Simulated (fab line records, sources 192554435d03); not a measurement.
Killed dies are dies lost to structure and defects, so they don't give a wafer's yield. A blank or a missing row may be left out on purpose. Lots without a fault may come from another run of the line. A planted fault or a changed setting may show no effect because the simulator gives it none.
fab line records | flow n5_finfet
record lots=7 wafers=21
route steps=1938 shown BEOL_M1@758 BEOL_M2@858 BEOL_M3@1018 BEOL_M4@1027 BEOL_M5@1157
start_h: hours from the record's first day to the start of the lot's first wafer shown | wait_h: hours since the lot's step before | " the same as in the row above | L1.1+2: a row that stands for several wafers | - no value, or no start given | * or withheld: withheld | < > ~ a bound
route shown NAME@n: a module of which the file shows steps, and the number in the route of the first | usual: mean/standard deviation of fault-free wafers | same: alike in all rows | chamber/n: place in a boat | sites: the reading at each site | _std_site: their standard deviation | _edge_site: outer sites' mean less inner sites' | radius_mm: how far each site lies from the wafer's centre | mask NAME#n: copy n | behind: the tool/chamber that last shaped the wafer | hold: why the lot was held/for how many hours/how that ended | device: the transistor (n, p or np) that didn't switch | end of line: the same wafers' tests at the end of the route | a step without rows: its recipe alone | killed: dies lost to structure and defects at the first sort, not the wafer's yield | map: a wafer's dies, x killed, . not, _ none there
set.NAME: the setting as run; set.NAME@STEP: as run at that earlier step | model.NAME: the simulator's own value behind a step, which no gauge read
lots whose settings were changed on purpose; a table a step, a row a wafer
## steps
# step N5_BEOL_M1_COAT_05
# recipe resist=CAR-EUV spin_rpm=1500 resist_thk_nm=30
# columns lot.wafer tool chamber start_h wait_h set.spin_rpm model.CAR-EUV_of_BEOL_M1_COAT_05.thk_nm
L076.3+4+6 litho_track-02 0 - - 1500 30
L077.1+2+6 litho_track-02 0 - - 1500 30
L079.2+4 litho_track-03 0 - - 1500 30
L079.6 " 0 " " 1411 31
L081.2 litho_track-03 0 - - 1500 30
L081.3+6 " 0 " " 1591 29.2
L080.1 litho_track-02 0 - - 1570 29.2
L080.4+5 " 0 " " 1500 30
L084.2+4 litho_track-02 0 - - 1500 29.8
L084.6 " 0 " " 1600 29
L085.1+3 litho_track-02 0 - - 1340 31.8
L085.6 " 0 " " 1500 30
# step N5_BEOL_M1_EBR_07
# recipe solvent=PGMEA ebr_width_mm=1.5
# step N5_BEOL_M1_SOFTBAKE_06
# recipe temp_c=110 time_s=60 resist=CAR-EUV
# step N5_BEOL_M1_EXPOSE_08
# recipe mask_id=M1 na=0.33 source_shape=dipole sigma_inner=0.369 sigma_outer=0.767 polarization=unpolarized dose_mj=33
# step N5_BEOL_M1_PEB_09
# recipe peb_temp_c=100 peb_time_s=60 resist=CAR-EUV
# step N5_BEOL_M1_DEVELOP_10
# recipe develop_time_s=30 developer=TMAH resist=CAR-EUV rinse_liquid=surfactant_rinse dry=air_spin dev_temp_c=23
# columns lot.wafer tool chamber start_h wait_h set.spin_rpm@BEOL_M1_COAT_05 model.CAR-EUV_of_BEOL_M1_COAT_05.thk_nm
L076.3+6 litho_track-04 0 - - 1500 29.4
L076.4 " 0 " " 1500 29.6
L077.1 litho_track-02 0 - - 1500 29.4
L077.2+6 " 0 " " 1500 29.6
L079.2+4 litho_track-04 0 - - 1500 29.6
L079.6 " 0 " " 1411 30.4
L081.2 litho_track-04 0 - - 1500 29.6
L081.3+6 " 0 " " 1591 28.6
L080.1 litho_track-02 0 - - 1570 28.8
L080.4+5 " 0 " " 1500 29.6
L084.2+4 litho_track-02 0 - - 1500 29.4
L084.6 " 0 " " 1600 28.6
L085.1 litho_track-03 0 - - 1340 31.4
L085.3 " 0 " " 1340 31.2
L085.6 " 0 " " 1500 29.4
# step N5_BEOL_M1_DESCUM_16
# recipe chemistry=O2 time_s=7 source_power_w=50 bias_power_w=20 pressure_mtorr=20 rf_frequency_hz=2.712e+07 temp_c=40 resist=CAR-EUV o2_flow_sccm=225
# columns lot.wafer tool chamber start_h wait_h set.spin_rpm@BEOL_M1_COAT_05 model.CAR-EUV_of_BEOL_M1_COAT_05.thk_nm
L076.3+4+6 rie_diel-02 3,1,3 132.65 0.1 1500 26
L077.1+2+6 rie_diel-03 2,1,0 141.38 0.0 1500 26
L079.2+4 rie_diel-02 1,2 153.82 0.0 1500 26
L079.6 " 3 " " 1411 27
L081.2 rie_diel-01 3 162.51 0.1 1500 26
L081.3+6 " 0 " " 1591 25.2
L080.1 rie_diel-01 3 162.78 0.3 1570 25.2
L080.4 " 0 " " 1500 26
L080.5 " 2 " " 1500 26.2
L084.2+4 rie_diel-03 2,1 181.61 0.0 1500 26
L084.6 " 3 " " 1600 25
L085.1 rie_diel-03 3 191.92 0.1 1340 28
L085.3 " 0 " " 1340 27.8
L085.6 " 2 " " 1500 26
# step N5_BEOL_M1_ETCH_74
# recipe chemistry=N2/H2 target=underlayer target_depth_a=65 mask_material=CAR-EUV time_s=5.2 ion_energy_ev=200 pressure_mtorr=30 source_w=840 bias_w=150 n2_flow_sccm=200 h2_flow_sccm=200 ends=cleared
# step N5_BEOL_M1_ETCH_63
# recipe chemistry=CF4 target=SiARC target_depth_a=156 mask_material=CAR-EUV time_s=26 ion_energy_ev=80 pressure_mtorr=40 source_w=545 bias_w=36 Ar_flow_sccm=100 cf4_flow_sccm=100 ends=cleared
# usual etch_rf_on_time_s=26.0/0.54
# columns lot.wafer tool chamber start_h wait_h set.spin_rpm@BEOL_M1_COAT_62 etch_rf_on_time_s model.etch.depth_nm
L076.3 rie_diel-02 3 132.70 0.0 1500 26.4 12.05
L076.4 " 1 " " 1408 27.6 12.45
L076.6 " 3 " " 1500 26.4 12.03
L077.1 rie_diel-03 2 141.43 0.0 1500 26.5 12.07
L077.2 " 1 " " 1500 26.5 12.07
L077.6 " 0 " " 1500 26.2 12.07
L079.2 rie_diel-02 1 153.88 0.0 1500 26.3 12.05
L079.4 " 2 " " 1500 25.3 12
L079.6 " 3 " " 1500 25.9 12.01
L081.2 rie_diel-01 3 162.56 0.0 1500 25.2 11.98
L081.3 " 0 " " 1393 27.7 12.45
L081.6 " 0 " " 1393 27.5 12.41
L080.1 rie_diel-01 3 162.83 0.0 1500 25.2 12.05
L080.4 " 0 " " 1410 27.6 12.43
L080.5 " 2 " " 1500 25.5 12.02
L084.2 rie_diel-03 2 181.66 0.0 1417 27.2 12.39
L084.4 " 1 " " 1500 26.1 12.07
L084.6 " 3 " " 1500 26.2 12.04
L085.1 rie_diel-03 3 191.97 0.0 1500 26.3 12.04
L085.3 " 0 " " 1370 27.1 12.57
L085.6 " 2 " " 1370 27.2 12.53
# step N5_BEOL_M1_ETCH_64
# recipe chemistry=N2/H2 target=SOC target_depth_a=750 overetch_a=150 mask_material=SiARC temp_c=40 time_s=112.5 ion_energy_ev=200 pressure_mtorr=30 source_w=840 bias_w=150 n2_flow_sccm=200 h2_flow_sccm=200
# columns lot.wafer tool chamber start_h wait_h set.spin_rpm@BEOL_M1_COAT_62 model.SiARC_of_BEOL_M1_COAT_62.thk_nm
L076.3+6 rie_diel-02 3 132.73 0.0 1500 7
L076.4 " 1 " " 1408 7.4
L077.1 rie_diel-03 2 141.46 0.0 1500 6.8
L077.2+6 " 1,0 " " 1500 7
L079.2 rie_diel-02 1 153.90 0.0 1500 7
L079.4+6 " 2,3 " " 1500 6.8
L081.2 rie_diel-01 3 162.59 0.0 1500 6.6
L081.3+6 " 0 " " 1393 7.4
L080.1 rie_diel-01 3 162.85 0.0 1500 6.6
L080.4 " 0 " " 1410 7.4
L080.5 " 2 " " 1500 6.8
L084.2 rie_diel-03 2 181.69 0.0 1417 7.2
L084.4 " 1 " " 1500 7
L084.6 " 3 " " 1500 6.8
L085.1 rie_diel-03 3 192.00 0.0 1500 6.8
L085.3 " 0 " " 1370 7.6
L085.6 " 2 " " 1370 7.2
# step N5_BEOL_M1_VIA_ETCH_34
# recipe chemistry=C4F6/O2 target_depth_a=678 mask_material=SOC pressure_mtorr=15 ion_energy_ev=250 taper_deg=4 time_s=64.4 source_w=350 bias_w=170 Ar_flow_sccm=300 C4F6_flow_sccm=10 O2_flow_sccm=10
# columns lot.wafer tool chamber start_h wait_h set.time_s model.etch.depth_nm model.SOC_of_BEOL_M1_COAT_67.thk_nm
L076.3 rie_diel-01 2 136.45 0.0 52.55 56.24 53.4
L076.4 " 0 " " 64.4 66.39 52.4
L076.6 " 0 " " 64.4 66.91 52.4
L077.1 rie_diel-01 2 143.09 0.0 64.4 68.85 52
L077.2 " 1 " " 64.4 67.31 52.2
L077.6 " 0 " " 64.4 66.4 52.4
L079.2 rie_diel-03 3 161.40 0.0 64.4 67.44 52.2
L079.4 " 0 " " 64.4 66.22 52.4
L079.6 " 1 " " 64.4 67.68 51.8
L081.2 rie_diel-02 0 164.06 0.0 64.4 66.3 52.4
L081.3 " 2 " " 64.4 68.79 52
L081.6 " 0 " " 50.55 52.5 54
L080.1 rie_diel-01 1 167.29 0.0 75.03 78.82 51
L080.4 " 2 " " 64.4 70.38 52.2
L080.5 " 0 " " 64.4 66.45 52.4
L084.2 rie_diel-01 3 187.65 0.0 64.4 69.54 51.6
L084.4 " 3 " " 64.4 69.18 51.8
L084.6 " 0 " " 64.4 66.04 52.2
L085.1 rie_diel-01 3 195.07 0.0 64.4 68.92 51.8
L085.3 " 2 " " 73.9 79.28 50.6
L085.6 " 3 " " 64.4 68.6 52
# step N5_BEOL_M1_TRENCH_ETCH_37
# recipe chemistry=C4F6/O2 target_depth_a=552.07 target=SiOC time_s=29 ion_energy_ev=250 pressure_mtorr=30 source_w=355 bias_w=185 Ar_flow_sccm=300 C4F6_flow_sccm=10 O2_flow_sccm=10
# usual rf_vpp_V=662/10
# columns lot.wafer tool chamber start_h wait_h set.source_w rf_vpp_V model.etch.depth_nm model.BEOL_M1.feature_depth_nm
L076.3 rie_diel-01 2 - - 355 656 56.62 56.6
L076.4 " 0 " " 295.4 729 50.59 50.6
L076.6 " 0 " " 355 664 54.92 55
L077.1 rie_diel-01 2 - - 355 658 55.59 55.6
L077.2 " 1 " " 355 671 54.34 54.4
L077.6 " 0 " " 355 664 53.81 53.8
L079.2 rie_diel-03 3 - - 355 682 54.15 54.2
L079.4 " 0 " " 325.9 674 52.18 52.2
L079.6 " 1 " " 355 642 54.44 54.4
L081.2 rie_diel-02 0 - - 378 643 55.51 55.6
L081.3 " 2 " " 378 641 56.95 57
L081.6 " 0 " " 355 665 54.76 54.8
L080.1 rie_diel-01 1 - - 321.1 706 53.21 53.2
L080.4 " 2 " " 321.1 689 54.14 54.2
L080.5 " 0 " " 355 663 54.1 54.2
L084.2 rie_diel-01 3 - - 355 657 56.53 56.6
L084.4 " 3 " " 355 655 56.54 56.6
L084.6 " 0 " " 313.6 707 51.74 51.8
L085.1 rie_diel-01 3 - - 355 654 56.35 56.4
L085.3 " 2 " " 309.9 703 53.49 53.4
L085.6 " 3 " " 355 654 56.04 56
# step N5_BEOL_M2_ETCH_74
# recipe chemistry=N2/H2 target=underlayer target_depth_a=65 mask_material=CAR-EUV time_s=5.2 ion_energy_ev=200 pressure_mtorr=30 source_w=840 bias_w=150 n2_flow_sccm=200 h2_flow_sccm=200 ends=cleared
# usual rf_vpp_V=523.1/2.9
# columns lot.wafer tool chamber start_h wait_h set.source_w rf_vpp_V
L076.3 rie_diel-05 0 143.27 0.0 956.1 499.8
L076.4 " 3 " " 840 525.0
L076.6 " 3 " " 840 524.1
L077.1 rie_diel-04 0 149.49 0.0 840 527.3
L077.2 " 2 " " 840 526.5
L077.6 " 3 " " 840 522.3
L079.2 rie_diel-04 2 168.35 0.0 748.1 546.6
L079.4 " 1 " " 840 525.7
L079.6 " 3 " " 748.1 541.0
L081.2 rie_diel-06 1 173.21 0.0 908.1 505.8
L081.3 " 3 " " 908.1 509.3
L081.6 " 1 " " 840 518.1
L080.1 rie_diel-06 3 173.60 0.0 840 522.0
L080.4 " 2 " " 840 524.0
L080.5 " 1 " " 691.7 550.8
L084.2 rie_diel-06 3 192.63 0.0 840 523.1
L084.4 " 2 " " 752.2 543.0
L084.6 " 2 " " 840 526.1
L085.1 rie_diel-05 0 200.49 0.0 840 521.6
L085.3 " 3 " " 840 523.5
L085.6 " 2 " " 840 524.7
# step N5_BEOL_M2_ETCH_64
# recipe chemistry=N2/H2 target=SOC target_depth_a=750 overetch_a=225 mask_material=SiARC temp_c=40 time_s=121.9 ion_energy_ev=200 pressure_mtorr=30 source_w=840 bias_w=150 n2_flow_sccm=200 h2_flow_sccm=200
# usual rf_vpp_V=523.1/2.7
# columns lot.wafer tool chamber start_h wait_h set.source_w rf_vpp_V
L076.3 rie_diel-05 0 143.31 0.0 840 523.3
L076.4 " 3 " " 840 525.3
L076.6 " 3 " " 783.4 537.9
L077.1 rie_diel-04 0 149.53 0.0 840 527.7
L077.2 " 2 " " 840 525.0
L077.6 " 3 " " 840 521.8
L079.2 rie_diel-04 2 168.39 0.0 913.2 511.1
L079.4 " 1 " " 913.2 510.6
L079.6 " 3 " " 913.2 507.3
L081.2 rie_diel-06 1 173.26 0.0 840 518.0
L081.3 " 3 " " 840 522.6
L081.6 " 1 " " 840 518.6
L080.1 rie_diel-06 3 173.64 0.0 728.2 547.3
L080.4 " 2 " " 840 524.4
L080.5 " 1 " " 728.2 544.2
L084.2 rie_diel-06 3 192.68 0.0 736.8 544.7
L084.4 " 2 " " 840 524.9
L084.6 " 2 " " 736.8 549.0
L085.1 rie_diel-05 0 200.54 0.0 840 524.1
L085.3 " 3 " " 747.8 543.2
L085.6 " 2 " " 840 522.4
# step N5_BEOL_M3_DEP_57
# recipe material=SiCN target_thk_a=80 temp_c=withheld precursor=3MS/NH3 pressure_torr=3 rf_w=202 time_s=14
# columns lot.wafer tool chamber start_h wait_h set.time_s model.SiCN_of_BEOL_M3_DEP_57.thk_nm
L076.3 pecvd-04 0 168.21 0.0 15.77 9
L076.4 " 1 " " 14 8.4
L076.6 " 2 " " 15.77 9.2
L077.1+2 pecvd-02 0,2 186.54 0.0 14 7.8
L077.6 " 0 " " 14 8
L081.2 pecvd-02 0 191.04 0.0 14.7 8.4
L081.3 " 2 " " 14 8
L081.6 " 2 " " 14 8.2
L080.1 pecvd-04 2 191.74 0.0 14.91 8.2
L080.4 " 0 " " 14.91 8.4
L080.5 " 1 " " 14 8
L079.2 pecvd-03 1 194.92 0.0 12.58 7.2
L079.4 " 0 " " 14 7.8
L079.6 " 1 " " 14 8
L084.2+4 pecvd-03 0 210.38 0.0 14 7.8
L084.6 " 1 " " 14 8.2
L085.1+3 pecvd-04 1 229.18 0.0 14 8.2
L085.6 " 1 " " 14 8.4
# step N5_BEOL_M4_COAT_73
# recipe resist=underlayer temp_c=205 time_s=60 spin_rpm=1500 resist_thk_nm=5
# columns lot.wafer tool chamber start_h wait_h set.spin_rpm
L076.3+4 litho_track-04 0 - - 1500
L076.6 " 0 " " 1567
L077.1+2+6 litho_track-03 0 - - 1500
L081.2+6 litho_track-03 0 - - 1500
L081.3 " 0 " " 1569
L080.1+5 litho_track-04 0 - - 1500
L080.4 " 0 " " 1452
L079.2+6 litho_track-04 0 - - 1500
L079.4 " 0 " " 1635
L084.2+4 litho_track-03 0 - - 1500
L084.6 " 0 " " 1610
L085.1+3+6 litho_track-04 0 - - 1500
# step N5_BEOL_M4_DESCUM_16
# recipe chemistry=O2 time_s=7 source_power_w=50 bias_power_w=20 pressure_mtorr=20 rf_frequency_hz=2.712e+07 temp_c=40 resist=CAR-EUV o2_flow_sccm=225
# columns lot.wafer tool chamber start_h wait_h set.time_s model.CAR-EUV_of_BEOL_M4_COAT_05.thk_nm
L076.3+4 rie_diel-04 3,1 173.20 0.0 7 26
L076.6 " 3 " " 7 26.2
L077.1 rie_diel-04 3 188.42 0.0 7 26.2
L077.2+6 " 1,3 " " 7 26
L081.2 rie_diel-05 0 192.64 0.1 7.492 26
L081.3 " 2 " " 7 26
L081.6 " 2 " " 7 26.2
L080.1 rie_diel-06 2 192.83 0.2 7 25.8
L080.4+5 " 3 " " 7 26
L079.2 rie_diel-05 2 196.84 0.2 5.807 26.6
L079.4 " 0 " " 7 26
L079.6 " 1 " " 5.807 26.4
L084.2+4 rie_diel-06 2,3 211.79 0.0 7 26
L084.6 " 2 " " 8.508 25.2
L085.1 rie_diel-06 0 231.06 0.0 7 26
L085.3+6 " 2,1 " " 8.184 25.4
# step N5_BEOL_M4_ETCH_74
# recipe chemistry=N2/H2 target=underlayer target_depth_a=65 mask_material=CAR-EUV time_s=5.2 ion_energy_ev=200 pressure_mtorr=30 source_w=840 bias_w=150 n2_flow_sccm=200 h2_flow_sccm=200 ends=cleared
# columns lot.wafer tool chamber start_h wait_h set.spin_rpm@BEOL_M4_COAT_73 model.etch.depth_nm
L076.3 rie_diel-04 3 173.24 0.0 1500 5.001
L076.4 " 1 " " 1500 4.985
L076.6 " 3 " " 1567 4.878
L077.1 rie_diel-04 3 188.45 0.0 1500 4.988
L077.2 " 1 " " 1500 5
L077.6 " 3 " " 1500 4.987
L081.2 rie_diel-05 0 192.67 0.0 1500 4.987
L081.3 " 2 " " 1569 4.88
L081.6 " 2 " " 1500 4.992
L080.1 rie_diel-06 2 192.86 0.0 1500 4.99
L080.4 " 3 " " 1452 5.087
L080.5 " 3 " " 1500 4.996
L079.2 rie_diel-05 2 196.88 0.0 1500 4.998
L079.4 " 0 " " 1635 4.775
L079.6 " 1 " " 1500 5.01
L084.2 rie_diel-06 2 211.83 0.0 1500 4.958
L084.4 " 3 " " 1500 4.964
L084.6 " 2 " " 1610 4.809
L085.1 rie_diel-06 0 231.10 0.0 1500 4.979
L085.3 " 2 " " 1500 4.957
L085.6 " 1 " " 1500 4.988
# step N5_BEOL_M4_ETCH_63
# recipe chemistry=CF4 target=SiARC target_depth_a=156 mask_material=CAR-EUV time_s=26 ion_energy_ev=80 pressure_mtorr=40 source_w=545 bias_w=36 Ar_flow_sccm=100 cf4_flow_sccm=100 ends=cleared
# columns lot.wafer tool chamber start_h wait_h set.time_s@BEOL_M4_DESCUM_16 model.CAR-EUV_of_BEOL_M4_COAT_05.thk_nm
L076.3+4 rie_diel-04 3,1 173.25 0.0 7 11
L076.6 " 3 " " 7 11.4
L077.1+6 rie_diel-04 3 188.47 0.0 7 11.2
L077.2 " 1 " " 7 11
L081.2 rie_diel-05 0 192.69 0.0 7.492 11
L081.3 " 2 " " 7 11.4
L081.6 " 2 " " 7 11.2
L080.1+4+5 rie_diel-06 2,3,3 192.88 0.0 7 11
L079.2 rie_diel-05 2 196.89 0.0 5.807 11.8
L079.4 " 0 " " 7 11.4
L079.6 " 1 " " 5.807 11.6
L084.2 rie_diel-06 2 211.85 0.0 7 11
L084.4 " 3 " " 7 11.2
L084.6 " 2 " " 8.508 10.4
L085.1 rie_diel-06 0 231.11 0.0 7 11.2
L085.3+6 " 2,1 " " 8.184 10.6
# step N5_BEOL_M5_VIA_ETCH_34
# recipe chemistry=C4F6/O2 target=SiCOH_lowk target_depth_a=883 mask_material=SOC taper_deg=4 time_s=39.2 ion_energy_ev=250 pressure_mtorr=30 source_w=345 bias_w=185 Ar_flow_sccm=300 C4F6_flow_sccm=10 O2_flow_sccm=10
# usual rf_vpp_V=663/12
# columns lot.wafer tool chamber start_h wait_h set.bias_w rf_vpp_V
L076.3 rie_diel-03 0 190.53 0.0 185 645
L076.4 " 2 " " 185 685
L076.6 " 1 " " 185 642
L077.1 rie_diel-02 0 202.77 0.0 185 664
L077.2 " 1 " " 185 665
L077.6 " 2 " " 185 661
L081.2 rie_diel-03 2 206.45 0.0 167.9 634
L081.3 " 3 " " 185 682
L081.6 " 1 " " 185 642
L079.2 rie_diel-03 3 209.88 0.0 185 682
L079.4 " 2 " " 185 684
L079.6 " 3 " " 185 683
L080.1 rie_diel-01 1 210.17 0.0 185 668
L080.4 " 0 " " 185 662
L080.5 " 2 " " 185 657
L084.2 rie_diel-02 1 230.28 0.0 185 667
L084.4 " 0 " " 161.6 597
L084.6 " 1 " " 161.6 598
L085.1 rie_diel-03 2 251.51 0.0 217.2 775
L085.3 " 3 " " 217.2 775
L085.6 " 0 " " 185 646
## key
split step=N5_BEOL_M1_COAT_05 setting=spin_rpm stated=1500 by=wafer
response step=N5_BEOL_M1_COAT_05 reading=model.CAR-EUV_of_BEOL_M1_COAT_05.thk_nm change=-0.155 per=1% r=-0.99
response step=N5_BEOL_M1_DEVELOP_10 reading=model.CAR-EUV_of_BEOL_M1_COAT_05.thk_nm change=-0.159 per=1% r=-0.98
response step=N5_BEOL_M1_DESCUM_16 reading=model.CAR-EUV_of_BEOL_M1_COAT_05.thk_nm change=-0.166 per=1% r=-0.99
split step=N5_BEOL_M1_VIA_ETCH_34 setting=time_s stated=64.4 by=wafer
response step=N5_BEOL_M1_VIA_ETCH_34 reading=model.etch.depth_nm change=+0.652 per=1% r=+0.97
response step=N5_BEOL_M1_VIA_ETCH_34 reading=model.SOC_of_BEOL_M1_COAT_67.thk_nm change=-0.0757 per=1% r=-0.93
split step=N5_BEOL_M1_TRENCH_ETCH_37 setting=source_w stated=355 by=wafer
response step=N5_BEOL_M1_TRENCH_ETCH_37 reading=rf_vpp_V change=-3.8 per=1% r=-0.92
response step=N5_BEOL_M1_TRENCH_ETCH_37 reading=model.etch.depth_nm change=+0.267 per=1% r=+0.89
response step=N5_BEOL_M1_TRENCH_ETCH_37 reading=model.BEOL_M1.feature_depth_nm change=+0.27 per=1% r=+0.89
split step=N5_BEOL_M2_ETCH_74 setting=source_w stated=840 by=wafer
response step=N5_BEOL_M2_ETCH_74 reading=rf_vpp_V change=-1.64 per=1% r=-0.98
split step=N5_BEOL_M2_ETCH_64 setting=source_w stated=840 by=wafer
response step=N5_BEOL_M2_ETCH_64 reading=rf_vpp_V change=-1.75 per=1% r=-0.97
split step=N5_BEOL_M3_DEP_57 setting=time_s stated=14 by=wafer
response step=N5_BEOL_M3_DEP_57 reading=model.SiCN_of_BEOL_M3_DEP_57.thk_nm change=+0.0588 per=1% r=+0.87
split step=N5_BEOL_M4_COAT_73 setting=spin_rpm stated=1500 by=wafer
response step=N5_BEOL_M4_ETCH_74 reading=model.etch.depth_nm change=-0.0242 per=1% r=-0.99
split step=N5_BEOL_M4_DESCUM_16 setting=time_s stated=7 by=wafer
response step=N5_BEOL_M4_DESCUM_16 reading=model.CAR-EUV_of_BEOL_M4_COAT_05.thk_nm change=-0.0336 per=1% r=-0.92
response step=N5_BEOL_M4_ETCH_63 reading=model.CAR-EUV_of_BEOL_M4_COAT_05.thk_nm change=-0.0298 per=1% r=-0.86
split step=N5_BEOL_M5_VIA_ETCH_34 setting=bias_w stated=185 by=wafer
response step=N5_BEOL_M5_VIA_ETCH_34 reading=rf_vpp_V change=+6.18 per=1% r=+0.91
split outside_this_file step=N5_BEOL_M1_COAT_62 setting=spin_rpm
# split outside_this_file: this setting was split too, and the file shows its column; the key of that split is in another file
